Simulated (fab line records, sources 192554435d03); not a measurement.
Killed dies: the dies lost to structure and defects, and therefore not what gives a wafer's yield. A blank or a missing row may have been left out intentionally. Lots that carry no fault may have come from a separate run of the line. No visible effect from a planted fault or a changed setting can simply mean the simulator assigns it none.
Which tool did it? -- flow n5-finfet -- 32 wafers from 12 lots sampled at 4 of the route's 1938 steps

## WHAT EACH GAUGE READ, for each wafer
N5_BEOL_M6_THK_MEAS_53: measures by xrf. Usual: for M6_THK the level is 79.4 nm and the standard deviation is 2.
lot,measured,on,M6_THK (nm),flag
L753,day 9 09:36,film-metro-01,77.3 78.6 78.0,
L755,day 9 21:39,film-metro-02,76.8 81.4 82.9,
L756,day 9 22:25,film-metro-02,77.7 78.8 82.1,
L757,day 10 13:19,film-metro-02,81.5 82.2 78.4,
L758,day 10 19:08,film-metro-01,79.3 78.8 77.9,
L761,day 11 03:52,film-metro-02,83.1 83.1 81.4,
L762,day 11 04:48,film-metro-02,82.0 79.7 83.2,
L763,day 12 01:09,film-metro-01,79.1 79.5 78.1,
L764,day 12 07:57,film-metro-02,76.9 77.1,
L768,day 13 07:05,film-metro-02,76.8 75.5,
L765,day 13 09:30,film-metro-02,79.0 81.3,
L770,day 13 14:56,film-metro-02,79.9 80.4,

## WHAT TOOL EACH LOT RAN ON (gives the tool, then ch and the chambers of the sampled wafers, and finally the start)
lot,N5_BEOL_M6_ETCH_65,N5_BEOL_M6_ALD_77,N5_BEOL_M6_SURFACE_TREAT_79
L753,"rie-diel-04 ch 0,1,2, day 9 05:55","ald-metal-01 ch 0,2, day 9 07:07","pvd-sputter-01, day 9 07:45"
L755,"rie-diel-04 ch 0,2,3, day 9 18:52","ald-metal-04 ch 0,2,3, day 9 20:07","pvd-sputter-02, day 9 20:27"
L756,"rie-diel-02 ch 0,1,3, day 9 19:20","ald-metal-03 ch 1,2, day 9 20:31","pvd-sputter-01, day 9 21:02"
L757,"rie-diel-04 ch 0,1,3, day 10 10:23","ald-metal-01 ch 0,1,3, day 10 11:52","pvd-sputter-01, day 10 12:11"
L758,"rie-diel-04 ch 1,2, day 10 16:20","ald-metal-04 ch 0,2, day 10 17:31","pvd-sputter-01, day 10 18:01"
L761,"rie-diel-04 ch 0,1, day 11 01:06","ald-metal-04 ch 0,1,3, day 11 02:14","pvd-sputter-02, day 11 02:32"
L762,"rie-diel-03 ch 2,3, day 11 01:26","ald-metal-04 ch 1,2, day 11 02:40","pvd-sputter-03, day 11 02:58"
L763,"rie-diel-04 ch 0,2, day 11 21:50","ald-metal-01 ch 0,1,2, day 11 23:02","pvd-sputter-02, day 11 23:23"
L764,"rie-diel-03 ch 0,3, day 12 03:47","ald-metal-01 ch 1,2, day 12 04:53","pvd-sputter-03, day 12 05:09"
L768,"rie-diel-02 ch 3, day 13 03:14","ald-metal-04 ch 2, day 13 04:25","pvd-sputter-02, day 13 04:41"
L765,"rie-diel-03 ch 2, day 13 06:17","ald-metal-04 ch 0, day 13 07:29","pvd-sputter-01, day 13 07:48"
L770,"rie-diel-02 ch 0,3, day 13 10:21","ald-metal-03 ch 1,3, day 13 11:40","pvd-sputter-01, day 13 12:06"
- N5_BEOL_M6_ETCH_65: etches SiARC in CF4, target depth 15.6 nm, time 26 s.
- N5_BEOL_M6_ALD_77: deposits TaN, target thk 2 nm, pulse time 2 s, purge time 3 s.
- N5_BEOL_M6_SURFACE_TREAT_79

## WHAT THE TOOLS THEMSELVES READ (means of the sampled wafers that have a number; where no wafer has one, the mark that the record gives instead)
N5_BEOL_M6_ETCH_65. Usual: drypump-motor-current-A 5.9 A, standard deviation 0.37; etch-rf-on-time-s 26.2 s, standard deviation 0.55; oes-product-au 0.67 a.u., standard deviation 0.072; rf-fwd-power-W 532.6 W, standard deviation 2.2; rf-vpp-V 183.9 V, standard deviation 1.1; showerhead-plenum-p-Torr 2.12 Torr, standard deviation 0.07; throttle-valve-pct 15.57 %, standard deviation 0.2.
lot,tool,drypump-motor-current-A (A),etch-rf-on-time-s (s),oes-product-au (a.u.),rf-fwd-power-W (W),rf-vpp-V (V),showerhead-plenum-p-Torr (Torr),throttle-valve-pct (%),flag
L753,rie-diel-04,6.1,26.1,0.70,533.3,184.0,2.15,15.39,
L755,rie-diel-04,5.7,25.6,0.72,533.1,184.2,2.19,15.53,
L756,rie-diel-02,6.0,26.0,0.68,532.2,184.5,2.13,15.57,
L757,rie-diel-04,5.7,26.0,0.73,534.0,183.8,2.18,15.38,
L758,rie-diel-04,6.2,26.4,0.63,532.8,184.5,2.08,15.56,
L761,rie-diel-04,6.1,26.4,0.71,535.2,184.6,2.14,15.27,
L762,rie-diel-03,5.8,25.5,0.65,532.5,183.9,2.11,15.63,
L763,rie-diel-04,6.0,26.1,0.65,531.3,184.5,2.15,15.57,
L764,rie-diel-03,6.0,26.4,0.60,532.1,182.8,2.04,15.76,
L768,rie-diel-02,5.5,26.6,0.70,531.4,184.1,2.17,15.62,
L765,rie-diel-03,5.7,25.2,0.65,530.8,184.2,2.13,15.55,
L770,rie-diel-02,5.9,26.1,0.69,533.0,182.6,2.12,15.61,

N5_BEOL_M6_ALD_77. Usual: heater-power-w 422 W, standard deviation 67; mfc-carrier-sccm 1500 sccm, standard deviation 4.7.
lot,tool,heater-power-w (W),mfc-carrier-sccm (sccm),flag
L753,ald-metal-01,430,1505,
L755,ald-metal-04,411,1499,
L756,ald-metal-03,422,1501,
L757,ald-metal-01,381,1505,
L758,ald-metal-04,470,1498,
L761,ald-metal-04,447,1501,
L762,ald-metal-04,418,1502,
L763,ald-metal-01,390,1503,
L764,ald-metal-01,399,1499,
L768,ald-metal-04,342,1502,
L765,ald-metal-04,544,1502,
L770,ald-metal-03,444,1503,

## THE ANSWER, worked out from the rows above alone
Rule: a lot counts as off when the mean over its wafers that have a number is more than 3 standard deviations away from the usual mean. A lot without any number at a reading at which 4 lots or more have one is off too. Any other lot the step has rows for is counted as sound. First the gauges in route order, then the tools' own readings, where a lot's mean is used as printed above. At the first step where some lot is off, the reading lying furthest off is the one used; lots without a number count as furthest.
Nothing can be told from this: no lot is off at any reading shown.

## WHAT THE SIMULATOR PUT IN
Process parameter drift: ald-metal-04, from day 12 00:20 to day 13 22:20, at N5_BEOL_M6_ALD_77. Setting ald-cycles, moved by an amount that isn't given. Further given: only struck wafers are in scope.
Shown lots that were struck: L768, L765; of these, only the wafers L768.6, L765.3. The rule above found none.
